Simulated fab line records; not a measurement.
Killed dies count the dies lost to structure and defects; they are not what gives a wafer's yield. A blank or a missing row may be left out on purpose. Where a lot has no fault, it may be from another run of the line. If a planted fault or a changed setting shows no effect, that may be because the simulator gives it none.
Which tool is to blame?	flow nand_harc	Sampling: 12 lots, 36 wafers, 5 of 1302 route steps

## WHAT THE GAUGES READ, wafer by wafer
NHARC_P_M2_OVL_MEAS_10: pitch 340 nm.
lot	measured	on	overlay_x_nm (nm)
L075	day 6 20:38	overlay-01	0.4 0.8 0.8
L077	day 7 15:00	overlay-02	-2.1 -2.0 -1.7
L080	day 8 18:52	overlay-02	-0.5 -0.5 0.0
L081	day 9 06:25	overlay-01	0.3 -0.2 -0.2
L083	day 10 07:04	overlay-02	-0.4 0.1 -0.5
L085	day 11 11:41	overlay-02	-0.5 -1.0 -1.1
L087	day 11 18:06	overlay-02	0.4 0.0 0.6
L088	day 12 13:43	overlay-01	0.2 0.1 0.8
L091	day 13 11:19	overlay-01	-1.7 -1.1 -1.3
L093	day 14 03:43	overlay-01	0.2 1.3 1.1
L095	day 14 22:01	overlay-02	0.0 0.1 -0.2
L097	day 15 20:52	overlay-02	0.4 0.6 1.1

## TOOL THAT RAN EACH LOT (tool first, then ch and the chambers of the sampled wafers, then the start)
lot	NHARC_P_M0_PVD_21	NHARC_P_M1_ETCH_15	NHARC_P_M1_PVD_21	NHARC_P_M1_ANNEAL_31
L075	pvd_sputter-03, day 6 18:14 or earlier	rie_diel-12 ch 1,3, day 6 18:14 or earlier	pvd_sputter-01, day 6 18:14 or earlier	rtp_anneal-01 ch 0, day 6 18:14
L077	pvd_sputter-01, day 7 12:46 or earlier	rie_diel-13 ch 0,1,2, day 7 12:46 or earlier	pvd_sputter-02, day 7 12:46 or earlier	rtp_anneal-01 ch 0, day 7 12:46
L080	pvd_sputter-02, day 8 16:40 or earlier	rie_diel-10 ch 2,3, day 8 16:40 or earlier	pvd_sputter-03, day 8 16:40 or earlier	rtp_anneal-02 ch 0, day 8 16:40
L081	pvd_sputter-02, day 9 04:08 or earlier	rie_diel-13 ch 0,1, day 9 04:08 or earlier	pvd_sputter-03, day 9 04:08 or earlier	rtp_anneal-02 ch 0, day 9 04:08
L083	pvd_sputter-02, day 10 04:46 or earlier	rie_diel-10 ch 0,1,3, day 10 04:46 or earlier	pvd_sputter-03, day 10 04:46 or earlier	rtp_anneal-02 ch 0, day 10 04:46
L085	pvd_sputter-02, day 11 09:25 or earlier	rie_diel-13 ch 1,2,3, day 11 09:25 or earlier	pvd_sputter-03, day 11 09:25 or earlier	rtp_anneal-01 ch 0, day 11 09:25
L087	pvd_sputter-03, day 11 15:55 or earlier	rie_diel-10 ch 0,3, day 11 15:55 or earlier	pvd_sputter-02, day 11 15:55 or earlier	rtp_anneal-01 ch 0, day 11 15:55
L088	pvd_sputter-01, day 12 11:24 or earlier	rie_diel-13 ch 0,2,3, day 12 11:24 or earlier	pvd_sputter-01, day 12 11:24 or earlier	rtp_anneal-01 ch 0, day 12 11:24
L091	pvd_sputter-01, day 13 09:19 or earlier	rie_diel-13 ch 0,1,3, day 13 09:19 or earlier	pvd_sputter-03, day 13 09:19 or earlier	rtp_anneal-01 ch 0, day 13 09:19
L093	pvd_sputter-03, day 14 01:34 or earlier	rie_diel-13 ch 1,2,3, day 14 01:34 or earlier	pvd_sputter-03, day 14 01:34 or earlier	rtp_anneal-02 ch 0, day 14 01:34
L095	pvd_sputter-02, day 14 19:44 or earlier	rie_diel-13 ch 0,1,2, day 14 19:44 or earlier	pvd_sputter-03, day 14 19:44 or earlier	rtp_anneal-02 ch 0, day 14 19:44
L097	pvd_sputter-02, day 15 18:41 or earlier	rie_diel-12 ch 0,2,3, day 15 18:41 or earlier	pvd_sputter-01, day 15 18:41 or earlier	rtp_anneal-01 ch 0, day 15 18:41
- NHARC_P_M0_PVD_21: deposits Cu, target thk 30 nm, time 20.49 s.
- NHARC_P_M1_ETCH_15: etches the open film in C4F8/Ar, target depth 182.5 nm, time 91.2 s.
- NHARC_P_M1_PVD_21: deposits Cu, target thk 30 nm, time 20.49 s.
- NHARC_P_M1_ANNEAL_31: time 90 s.

## THE ANSWER, worked out from the rows above alone
Rule: the lots themselves supply what counts as usual. The widest of any qualifying gaps counts: lots, ordered by their means at a reading, are off when they make up no more than a third of the lots, leave a main group of 4 or more, and stand apart from it by 3 or more times the standard deviation of that group's means. The tables above print the reading to a certain number of digits; a main group whose means all agree to those digits is not used. Also off: a lot with no number at a reading for which 4 or more lots have one. Where the step has rows for the other lots, those lots are counted as sound.
No lot is off on any of the readings shown, so nothing can be concluded from this.

## WHAT THE SIMULATOR HAD INSERTED
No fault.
